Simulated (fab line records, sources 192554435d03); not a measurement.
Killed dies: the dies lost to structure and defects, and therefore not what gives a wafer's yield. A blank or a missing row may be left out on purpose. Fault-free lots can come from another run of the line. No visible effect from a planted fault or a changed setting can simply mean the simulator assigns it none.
Which of the tools did it? + flow n5-finfet + 9 lots, 27 wafers sampled, at 5 steps of a route of 1938

== WHAT EACH GAUGE READ, for each wafer ==
N5_HKMG_FIN_CD_MEAS_12: the cd target is 92.8 nm. Usual: cd-nm 92.6 nm, standard deviation 0.57.
| lot  | measured    | on        | cd-nm (nm)     | flag |
|------|-------------|-----------|----------------|------|
| L381 | day 4 20:32 | cd-sem-01 | 92.4 92.1 91.8 |      |
| L382 | day 4 23:42 | cd-sem-01 | 91.8 92.1 91.3 |      |
| L384 | day 5 10:46 | cd-sem-01 | 92.5 92.5 92.4 |      |
| L390 | day 6 22:16 | cd-sem-03 | 93.2 93.4 93.2 |      |
| L391 | day 7 07:28 | cd-sem-03 | 91.8 92.7 91.8 |      |
| L395 | day 8 06:11 | cd-sem-02 | 92.2 92.2 92.2 |      |
| L399 | day 9 07:28 | cd-sem-03 | 93.5 93.3 93.8 |      |
| L401 | day 9 17:25 | cd-sem-02 | 92.4 92.4 92.3 |      |
| L402 | day 9 18:59 | cd-sem-01 | 93.5 93.1 92.7 |      |

N5_BEOL_M4_RC_MEAS_101. Usual: DIBL_N 35.8 mV/V, standard deviation 1.5; DIBL_P 35.8 mV/V, standard deviation 1.7; IOFF_N 0.151 nA/um, standard deviation 0.022; IOFF_P 0.204 nA/um, standard deviation 0.027; ION_N 673 uA/um, standard deviation 8.6; ION_P 462 uA/um, standard deviation 5.4; SS_N 71.4 mV/dec, standard deviation 0.54; SS_P 73.3 mV/dec, standard deviation 0.56; VT_N 250.5 mV, standard deviation 2.6; VT_P -251 mV, standard deviation 3.1.
| lot  | measured     | on        | DIBL_N (mV/V)  | DIBL_P (mV/V)  | IOFF_N (nA/um)    | IOFF_P (nA/um)    | ION_N (uA/um) | ION_P (uA/um) | SS_N (mV/dec)  | SS_P (mV/dec)  | VT_N (mV)         | VT_P (mV)      | flag |
|------|--------------|-----------|----------------|----------------|-------------------|-------------------|---------------|---------------|----------------|----------------|-------------------|----------------|------|
| L381 | day 9 08:01  | prober-02 | 36.6 37.6 36.5 | 38.6 39.3 38.5 | 0.191 0.206 0.187 | 0.231 0.252 0.234 | 677 685 674   | 460 470 464   | 72.1 72.5 72.7 | 73.5 74.6 74.6 | 248.0 244.0 248.2 | -251 -247 -247 |      |
| L382 | day 9 04:58  | prober-02 | 35.3 35.8 37.2 | 37.1 37.9 39.1 | 0.145 0.164 0.180 | 0.209 0.219 0.228 | 673 684 675   | 460 470 462   | 72.4 71.9 71.2 | 73.7 73.7 74.0 | 251.0 247.8 246.9 | -248 -249 -250 |      |
| L384 | day 9 13:22  | prober-02 | 35.3 35.6 35.8 | 34.4 34.9 35.2 | 0.133 0.142 0.139 | 0.209 0.221 0.221 | 668 658 658   | 463 460 464   | 71.6 71.7 71.1 | 73.5 73.2 72.9 | 251.0 251.5 251.9 | -248 -250 -248 |      |
| L390 | day 11 01:07 | prober-02 | 36.6 34.6 35.2 | 37.6 35.6 35.7 | 0.159 0.127 0.128 | 0.189 0.160 0.156 | 673 670 653   | 456 459 455   | 72.3 71.2 70.8 | 73.7 73.6 73.2 | 249.8 254.3 255.9 | -254 -256 -258 |      |
| L391 | day 11 13:58 | prober-01 | 37.6 38.2 38.0 | 36.1 36.5 36.5 | 0.164 0.172 0.171 | 0.219 0.221 0.224 | 681 681 679   | 467 459 469   | 72.0 71.8 72.0 | 74.4 73.3 74.4 | 250.7 251.0 251.4 | -251 -250 -250 |      |
| L395 | day 12 04:54 | prober-02 | 35.3 35.0 35.6 | 35.3 34.6 35.6 | 0.163 0.152 0.161 | 0.170 0.175 0.190 | 676 676 665   | 459 460 454   | 70.1 71.7 72.0 | 73.3 72.3 72.9 | 248.6 249.7 249.3 | -253 -254 -252 |      |
| L399 | day 13 08:37 | prober-02 | 37.3 37.9 36.8 | 36.4 36.9 36.5 | 0.142 0.149 0.144 | 0.227 0.240 0.223 | 665 675 667   | 462 470 467   | 72.2 71.3 71.2 | 74.1 73.2 73.3 | 252.5 251.5 251.5 | -248 -247 -249 |      |
| L401 | day 13 16:02 | prober-02 | 35.6 36.6 36.2 | 34.9 36.5 35.5 | 0.128 0.145 0.137 | 0.158 0.184 0.164 | 664 664 670   | 450 461 460   | 71.2 71.8 70.7 | 72.5 72.6 73.4 | 251.8 250.5 250.4 | -256 -252 -254 |      |
| L402 | day 14 08:23 | prober-01 | 35.3 36.9 35.5 | 34.7 36.3 35.1 | 0.133 0.159 0.136 | 0.178 0.211 0.187 | 662 670 660   | 455 460 458   | 70.6 71.9 71.2 | 72.8 74.2 72.3 | 254.3 251.2 253.6 | -255 -252 -252 |      |

== WHICH TOOL RAN EACH LOT (tool, then ch and the chambers of the sampled wafers, then the start) ==
| lot  | N5_HKMG_FIN_ETCH_54               | N5_HKMG_FIN_ETCH_58               | N5_HKMG_FIN_ALD_36                 |
|------|-----------------------------------|-----------------------------------|------------------------------------|
| L381 | rie-diel-06 ch 1,2, day 4 17:17   | rie-diel-06 ch 1,2, day 4 17:34   | ald-metal-04 ch 0,1,2, day 4 19:23 |
| L382 | rie-diel-04 ch 0,1, day 4 20:13   | rie-diel-04 ch 0,1, day 4 20:29   | ald-metal-02 ch 1,3, day 4 22:33   |
| L384 | rie-diel-05 ch 0,1,3, day 5 07:27 | rie-diel-05 ch 0,1,3, day 5 07:43 | ald-metal-02 ch 1,2, day 5 09:35   |
| L390 | rie-diel-04 ch 0,2, day 6 18:59   | rie-diel-04 ch 0,2, day 6 19:15   | ald-metal-02 ch 0,3, day 6 21:07   |
| L391 | rie-diel-05 ch 0,3, day 7 04:13   | rie-diel-05 ch 0,3, day 7 04:29   | ald-metal-04 ch 0,3, day 7 06:18   |
| L395 | rie-diel-06 ch 0,1, day 8 03:01   | rie-diel-06 ch 0,1, day 8 03:17   | ald-metal-02 ch 1,2,3, day 8 05:08 |
| L399 | rie-diel-06 ch 1,2,3, day 9 04:12 | rie-diel-06 ch 1,2,3, day 9 04:28 | ald-metal-04 ch 0,2,3, day 9 06:26 |
| L401 | rie-diel-04 ch 1,2,3, day 9 14:18 | rie-diel-04 ch 1,2,3, day 9 14:34 | ald-metal-01 ch 0,1,3, day 9 16:23 |
| L402 | rie-diel-06 ch 0,3, day 9 15:52   | rie-diel-06 ch 0,3, day 9 16:08   | ald-metal-01 ch 0,1, day 9 17:58   |
- N5_HKMG_FIN_ETCH_54: etches SiARC in CF4, target depth 45.5 nm, time 75.8 s.
- N5_HKMG_FIN_ETCH_58: etches SOC in N2/H2, target depth 215.8 nm, time 741 s.
- N5_HKMG_FIN_ALD_36: deposits TiN, target thk 1 nm, pulse time 1 s, purge time 3 s.

== AS READ BY THE TOOLS THEMSELVES (means over the sampled wafers that have a number; for cases with no such wafer, the mark the record gives instead) ==
N5_HKMG_FIN_ETCH_54. Usual: chamber-pressure-mTorr 40.00 mTorr, standard deviation 0.036; drypump-motor-current-A 5.8 A, standard deviation 0.52; etch-rf-on-time-s 75.6 s, standard deviation 0.85; oes-product-au 0.69 a.u., standard deviation 0.072; rf-vpp-V 183.9 V, standard deviation 1.1; showerhead-plenum-p-Torr 2.14 Torr, standard deviation 0.074; throttle-valve-pct 15.58 %, standard deviation 0.2.
| lot  | tool        | chamber-pressure-mTorr (mTorr) | drypump-motor-current-A (A) | etch-rf-on-time-s (s) | oes-product-au (a.u.) | rf-vpp-V (V) | showerhead-plenum-p-Torr (Torr) | throttle-valve-pct (%) | flag |
|------|-------------|--------------------------------|-----------------------------|-----------------------|-----------------------|--------------|---------------------------------|------------------------|------|
| L381 | rie-diel-06 | 40.01                          | 5.9                         | 75.6                  | 0.63                  | 182.8        | 2.08                            | 15.60                  |      |
| L382 | rie-diel-04 | 40.00                          | 5.7                         | 75.3                  | 0.71                  | 184.9        | 2.19                            | 15.54                  |      |
| L384 | rie-diel-05 | 39.99                          | 6.2                         | 75.9                  | 0.68                  | 183.4        | 2.13                            | 15.73                  |      |
| L390 | rie-diel-04 | 40.04                          | 5.9                         | 75.1                  | 0.63                  | 184.0        | 2.11                            | 15.77                  |      |
| L391 | rie-diel-05 | 39.99                          | 6.2                         | 75.0                  | 0.75                  | 183.7        | 2.13                            | 15.62                  |      |
| L395 | rie-diel-06 | 39.97                          | 5.5                         | 76.2                  | 0.68                  | 184.5        | 2.19                            | 15.66                  |      |
| L399 | rie-diel-06 | 39.97                          | 5.7                         | 75.0                  | 0.71                  | 183.5        | 2.08                            | 15.38                  |      |
| L401 | rie-diel-04 | 40.01                          | 5.5                         | 75.0                  | 0.69                  | 184.8        | 2.19                            | 15.68                  |      |
| L402 | rie-diel-06 | 39.98                          | 5.4                         | 76.4                  | 0.70                  | 184.2        | 2.15                            | 15.37                  |      |

N5_HKMG_FIN_ETCH_58. Usual: chamber-pressure-mTorr 29.999 mTorr, standard deviation 0.027; drypump-motor-current-A 5.8 A, standard deviation 0.52; oes-product-au 0.80 a.u., standard deviation 0.085; rf-vpp-V 99.1 V, standard deviation 1; showerhead-plenum-p-Torr 2.53 Torr, standard deviation 0.088; throttle-valve-pct 17.73 %, standard deviation 0.2.
| lot  | tool        | chamber-pressure-mTorr (mTorr) | drypump-motor-current-A (A) | oes-product-au (a.u.) | rf-vpp-V (V) | showerhead-plenum-p-Torr (Torr) | throttle-valve-pct (%) | flag |
|------|-------------|--------------------------------|-----------------------------|-----------------------|--------------|---------------------------------|------------------------|------|
| L381 | rie-diel-06 | 29.995                         | 5.9                         | 0.73                  | 98.3         | 2.46                            | 17.78                  |      |
| L382 | rie-diel-04 | 30.014                         | 5.8                         | 0.82                  | 98.7         | 2.60                            | 17.74                  |      |
| L384 | rie-diel-05 | 30.004                         | 6.2                         | 0.79                  | 99.0         | 2.52                            | 17.86                  |      |
| L390 | rie-diel-04 | 30.010                         | 5.9                         | 0.74                  | 97.4         | 2.51                            | 17.93                  |      |
| L391 | rie-diel-05 | 29.999                         | 6.3                         | 0.89                  | 99.3         | 2.52                            | 17.73                  |      |
| L395 | rie-diel-06 | 30.001                         | 5.6                         | 0.80                  | 99.2         | 2.59                            | 17.72                  |      |
| L399 | rie-diel-06 | 29.985                         | 5.8                         | 0.82                  | 98.4         | 2.47                            | 17.54                  |      |
| L401 | rie-diel-04 | 30.009                         | 5.6                         | 0.80                  | 99.7         | 2.60                            | 17.82                  |      |
| L402 | rie-diel-06 | 30.009                         | 5.4                         | 0.83                  | 98.1         | 2.54                            | 17.40                  |      |

N5_HKMG_FIN_ALD_36. Usual: heater-power-w 903 W, standard deviation 110; precursor-pulse-height-rel 1.000, standard deviation 0.021.
| lot  | tool         | heater-power-w (W) | precursor-pulse-height-rel | flag |
|------|--------------|--------------------|----------------------------|------|
| L381 | ald-metal-04 | 925                | 1.015                      |      |
| L382 | ald-metal-02 | 888                | 1.000                      |      |
| L384 | ald-metal-02 | 923                | 1.012                      |      |
| L390 | ald-metal-02 | 942                | 1.012                      |      |
| L391 | ald-metal-04 | 683                | 1.018                      |      |
| L395 | ald-metal-02 | 912                | 0.992                      |      |
| L399 | ald-metal-04 | 788                | 0.976                      |      |
| L401 | ald-metal-01 | 935                | 1.004                      |      |
| L402 | ald-metal-01 | 913                | 1.004                      |      |

== THE ANSWER, worked out from the rows above alone ==
Rule: a lot is off if the mean of its wafers that have a number lies more than 3 standard deviations from the usual mean. Also off: a lot with no number at a reading for which 4 or more lots have one. Any other lot the step has rows for is counted as sound. The gauges are gone through in route order, then the tools' own readings, and for those a lot's mean is taken as printed above. The first step at which some lot is off is used, and at that step the reading that is off furthest; a lot without a number counts as furthest.
None of the lots is off at any reading shown; this tells nothing.

== WHAT THE SIMULATOR HAD INSERTED ==
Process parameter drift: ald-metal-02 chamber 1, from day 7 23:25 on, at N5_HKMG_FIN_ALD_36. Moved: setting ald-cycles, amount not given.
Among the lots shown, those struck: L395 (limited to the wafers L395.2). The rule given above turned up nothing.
